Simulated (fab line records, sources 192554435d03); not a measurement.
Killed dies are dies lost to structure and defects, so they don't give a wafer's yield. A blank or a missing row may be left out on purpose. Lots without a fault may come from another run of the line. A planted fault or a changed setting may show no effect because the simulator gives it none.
Chamber matching | flow n5_finfet | N5_BEOL_M2_ETCH_70 on rie_diel-01: 4 sister chambers
The step etches SOC in N2/H2, target depth 80 nm, overetch 24 nm, time 130 s. 4 wafers are shown with their chamber, then 10 later ones without.

WAFERS WITH THEIR CHAMBER
wafer  | chamber | showerhead_plenum_p_Torr (Torr)
L084.3 | 0       | 2.55
L084.5 | 3       | 2.49
L087.4 | 2       | 2.70
L087.5 | 1       | 2.70

WAFERS WITHOUT THEIR CHAMBER
wafer  | showerhead_plenum_p_Torr (Torr)
L087.6 | 2.70
L093.2 | 2.48
L093.3 | 2.69
L093.4 | 2.69
L094.2 | 2.55
L094.4 | 2.69
L094.5 | 2.69
L097.1 | 2.68
L097.2 | 2.54
L097.5 | 2.69

WHICH CHAMBER EACH WENT THROUGH
wafer  | from the rows above     | in truth
L087.6 | can't be placed: 1 or 2 | 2
L093.2 | 3                       | 3
L093.3 | can't be placed: 1 or 2 | 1
L093.4 | can't be placed: 1 or 2 | 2
L094.2 | 0                       | 0
L094.4 | can't be placed: 1 or 2 | 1
L094.5 | can't be placed: 1 or 2 | 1
L097.1 | can't be placed: 1 or 2 | 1
L097.2 | 0                       | 0
L097.5 | can't be placed: 1 or 2 | 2
Placed correctly: 3 of 10. Can't be placed from these rows: 7 (the true chamber is among the candidates in 7). Placed wrongly: 0.
How it was worked out, from the rows above alone: a wafer's distance from a chamber is the root of the sum, over the readings, of the square of ((its reading less the chamber's mean) divided by the reading's scatter). The wafer belongs to the nearest chamber; if the next one is less than 2 further off, it can't be placed. A chamber's mean is the mean of its shown wafers. The scatter: with one shown wafer a chamber, the root of the mean of the squares of how far each hidden wafer lies from its nearest shown one.
